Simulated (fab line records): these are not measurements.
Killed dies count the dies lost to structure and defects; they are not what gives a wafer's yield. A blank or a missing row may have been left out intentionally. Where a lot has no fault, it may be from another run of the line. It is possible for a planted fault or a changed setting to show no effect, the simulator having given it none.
The tool behind it: which one? -- flow n5Finfet -- 10 lots with 30 wafers sampled at 5 steps, on a route of 1938 steps

## WHAT EACH GAUGE READ, for each wafer
N5_MOL_CONTACT_COAG_INSPECT_97: inspects for defects (darkfield). Usual: 42 for rawDefectCount, sd 17.
lot,measured,on,rawDefectCount,flag
L829,day 5 23:07,defectInspect-01,28 43 31,
L833,day 6 20:10,defectInspect-01,27 32 51,
L834,day 7 01:55,defectInspect-01,36 53 79,
L835,day 7 09:10,defectInspect-02,41 24 48,
L839,day 8 10:29,defectInspect-02,60 46 43,
L840,day 8 17:40,defectInspect-02,20 42 46,
L843,day 9 09:06,defectInspect-01,59 62 65,
L845,day 9 22:08,defectInspect-02,34 26 30,
L846,day 10 01:16,defectInspect-01,52 50 41,
L847,day 10 06:06,defectInspect-02,45 33 52,

N5_BEOL_M4_RC_MEAS_101. Usual: DIBL_N 36.3 mV/V, standard deviation 1.1; DIBL_P 36.3 mV/V, standard deviation 1.4; IOFF_N 0.155 nA/um, standard deviation 0.019; IOFF_P 0.211 nA/um, standard deviation 0.027; ION_N 672 uA/um, standard deviation 8.5; ION_P 462 uA/um, standard deviation 5.8; SS_N 71.5 mV/dec, standard deviation 0.56; SS_P 73.3 mV/dec, standard deviation 0.52; VT_N 249.9 mV, standard deviation 2.5; VT_P -249.8 mV, standard deviation 2.8.
lot,measured,on,DIBL_N (mV/V),DIBL_P (mV/V),IOFF_N (nA/um),IOFF_P (nA/um),ION_N (uA/um),ION_P (uA/um),SS_N (mV/dec),SS_P (mV/dec),VT_N (mV),VT_P (mV),flag
L829,day 10 12:52,prober-01,35.6 34.9 35.7,36.9 35.4 35.9,0.152 0.134 0.153,0.178 0.170 0.178,669 670 671,451 456 455,71.1 71.3 72.0,73.6 73.3 73.3,248.7 249.2 251.5,-253.7 -252.4 -253.4,
L839,day 14 23:47,prober-01,34.7 36.8 35.3,33.6 35.7 34.6,0.137 0.175 0.146,0.184 0.211 0.197,666 667 665,458 453 458,70.4 71.2 70.7,72.8 73.8 73.1,250.3 248.7 248.0,-251.3 -250.6 -250.7,
L840,day 15 10:38,prober-01,36.8 34.9 37.2,37.0 35.0 37.4,0.144 0.116 0.153,0.238 0.204 0.250,663 650 665,460 455 460,72.3 71.6 72.1,73.7 72.6 73.7,251.8 257.1 251.9,-247.6 -250.4 -248.8,
L843,day 15 15:35,prober-01,35.4 35.7 34.8,36.2 37.6 35.6,0.143 0.146 0.134,0.196 0.219 0.186,665 669 658,461 463 454,71.9 71.4 72.3,73.2 73.5 73.0,253.8 252.3 252.1,-252.5 -248.9 -251.9,
L845,day 17 01:21,prober-02,38.3 37.5 36.9,37.3 35.8 35.6,0.176 0.154 0.149,0.236 0.206 0.204,677 680 669,462 465 457,71.2 71.6 71.5,73.9 73.1 73.6,245.9 252.5 250.5,-248.3 -249.6 -249.6,
L846,day 17 07:20,prober-02,36.7 37.0 35.8,36.8 37.5 35.6,0.160 0.168 0.143,0.218 0.219 0.199,677 684 665,467 468 463,71.3 70.9 71.3,73.0 72.6 73.0,248.6 249.9 249.8,-247.3 -248.5 -250.6,
L847,day 17 06:04,prober-02,36.5 40.0 37.1,36.4 40.9 37.2,0.150 0.228 0.171,0.210 0.301 0.236,676 699 677,466 479 471,71.5 72.5 71.1,72.9 74.0 73.1,250.0 242.9 246.3,-250.0 -244.8 -247.0,

## EACH LOT AND THE TOOL THAT RAN IT (in order: tool; ch and the chambers of the sampled wafers; start)
lot,N5_MOL_CONTACT_COAG_VIA_ETCH_117,N5_BEOL_M0_SAQP_HM_DEP_02,N5_BEOL_M0_SAQP_PECVD_04
L829,"rieDiel-04 ch 0,1,3, day 5 18:54","pvdSputter-02, day 6 01:40","pecvd-02 ch 0,1,2, day 6 01:56"
L833,"rieDiel-05 ch 1,2,3, day 6 15:41","pvdSputter-02, day 6 22:31","pecvd-04 ch 0,1,2, day 6 22:44"
L834,"rieDiel-02 ch 0,1,2, day 6 21:46","pvdSputter-02, day 7 03:26","pecvd-04 ch 0,2, day 7 03:40"
L835,"rieDiel-02 ch 0,1,3, day 7 05:00","pvdSputter-02, day 7 11:05","pecvd-02 ch 0,1,2, day 7 11:19"
L839,"rieDiel-04 ch 1,3, day 8 06:17","pvdSputter-03, day 8 11:46","pecvd-04 ch 1,2, day 8 12:01"
L840,"rieDiel-02 ch 0,1,2, day 8 13:29","pvdSputter-03, day 8 19:14","pecvd-02 ch 0,1, day 8 19:28"
L843,"rieDiel-04 ch 1,2, day 9 04:55","pvdSputter-01, day 9 11:16","pecvd-04 ch 1,2, day 9 11:31"
L845,"rieDiel-02 ch 1,2,3, day 9 17:59","pvdSputter-01, day 9 23:49","pecvd-02 ch 1,2, day 10 00:02"
L846,"rieDiel-05 ch 1,2,3, day 9 21:07","pvdSputter-02, day 10 01:59","pecvd-04 ch 1,2, day 10 02:13"
L847,"rieDiel-05 ch 0,1,3, day 10 01:58","pvdSputter-02, day 10 06:44","pecvd-04 ch 1,2, day 10 06:58"
- N5_MOL_CONTACT_COAG_VIA_ETCH_117: etches SiO2 in C4F6/O2, target depth 40 nm, overetch 8 nm, time 26 s.
- N5_BEOL_M0_SAQP_HM_DEP_02: deposits TiN, target thk 12 nm.
- N5_BEOL_M0_SAQP_PECVD_04: deposits a-Si from SiH4/He, target thk 60 nm, time 60.2 s.

## AS READ BY THE TOOLS THEMSELVES (means over the sampled wafers that have a number; for cases with no such wafer, the mark the record gives instead)
N5_MOL_CONTACT_COAG_VIA_ETCH_117. Usual: biasW is 455.0 W with standard deviation 1.3, chamberPressureMTorr is 10.000 mTorr with standard deviation 0.0099, drypumpMotorCurrentA is 5.8 A with standard deviation 0.42, oesProductAu is 0.70 a.u. with standard deviation 0.076, rfVppV is 1588 V with standard deviation 16, showerheadPlenumPTorr is 2.88 Torr with standard deviation 0.1, and throttleValvePct is 41.11 % with standard deviation 0.15.
lot,tool,biasW (W),chamberPressureMTorr (mTorr),drypumpMotorCurrentA (A),oesProductAu (a.u.),rfVppV (V),showerheadPlenumPTorr (Torr),throttleValvePct (%),flag
L829,rieDiel-04,455.4,10.002,5.6,0.71,1585,2.80,41.06,
L833,rieDiel-05,455.6,9.991,5.9,0.63,1572,2.86,41.15,
L834,rieDiel-02,455.3,10.000,5.7,0.68,1596,2.88,41.07,
L835,rieDiel-02,455.0,9.989,5.6,0.68,1585,2.80,41.06,
L839,rieDiel-04,453.0,10.000,5.4,0.74,1588,2.82,41.18,
L840,rieDiel-02,455.9,10.003,5.7,0.67,1596,2.88,41.07,
L843,rieDiel-04,454.6,10.003,5.3,0.68,1578,2.80,41.19,
L845,rieDiel-02,454.6,9.998,5.7,0.69,1591,2.88,41.14,
L846,rieDiel-05,455.7,10.003,6.0,0.70,1579,2.96,41.11,
L847,rieDiel-05,455.0,9.993,6.1,0.75,1596,2.95,41.02,

N5_BEOL_M0_SAQP_HM_DEP_02. Usual: chamberPressurePa 0.5000 Pa, standard deviation 0.00091; substrateTempC 25.02 C, standard deviation 0.11; throttleValvePct 29.5 %, standard deviation 1.
lot,tool,chamberPressurePa (Pa),substrateTempC (C),throttleValvePct (%),flag
L829,pvdSputter-02,0.4998,25.02,30.0,
L833,pvdSputter-02,-,-,-,OFF
L834,pvdSputter-02,-,-,-,OFF
L835,pvdSputter-02,-,-,-,OFF
L839,pvdSputter-03,0.4995,25.06,28.7,
L840,pvdSputter-03,0.4997,25.01,28.8,
L843,pvdSputter-01,0.5007,25.03,29.2,
L845,pvdSputter-01,0.5006,25.01,29.3,
L846,pvdSputter-02,0.4997,25.02,30.0,
L847,pvdSputter-02,0.5002,24.95,30.8,

N5_BEOL_M0_SAQP_PECVD_04. Usual: heaterPowerW 572 W, standard deviation 54; showerheadPlenumPTorr 5.65 Torr, standard deviation 0.039; throttleValvePct 18.0 %, standard deviation 0.57.
lot,tool,heaterPowerW (W),showerheadPlenumPTorr (Torr),throttleValvePct (%),flag
L829,pecvd-02,607,5.65,18.0,
L833,pecvd-04,557,5.65,18.0,
L834,pecvd-04,548,5.62,18.1,
L835,pecvd-02,571,5.65,17.9,
L839,pecvd-04,503,5.66,17.7,
L840,pecvd-02,583,5.67,18.0,
L843,pecvd-04,539,5.68,17.7,
L845,pecvd-02,530,5.64,17.8,
L846,pecvd-04,509,5.69,17.8,
L847,pecvd-04,534,5.68,17.9,

## THE ANSWER, worked out from the rows above alone
Rule: a lot is off if the mean of its wafers that have a number lies more than 3 standard deviations from the usual mean. A lot without any number at a reading at which 4 lots or more have one is off too. Any other lot the step has rows for is counted as sound. The gauges are gone through in route order, then the tools' own readings, and for those a lot's mean is taken as printed above. The first step at which some lot is off is used, and at that step the reading that is off furthest; a lot without a number counts as furthest.
Off: L833, L834, L835, at N5_BEOL_M0_SAQP_HM_DEP_02 (chamberPressurePa). Without a number there: L833, L834, L835.
A tool fits if, at that step or a process step before it, it ran every lot that is off, and no sound lot after the first of them. No candidate that was tried fits.

## WHAT THE SIMULATOR PUT IN
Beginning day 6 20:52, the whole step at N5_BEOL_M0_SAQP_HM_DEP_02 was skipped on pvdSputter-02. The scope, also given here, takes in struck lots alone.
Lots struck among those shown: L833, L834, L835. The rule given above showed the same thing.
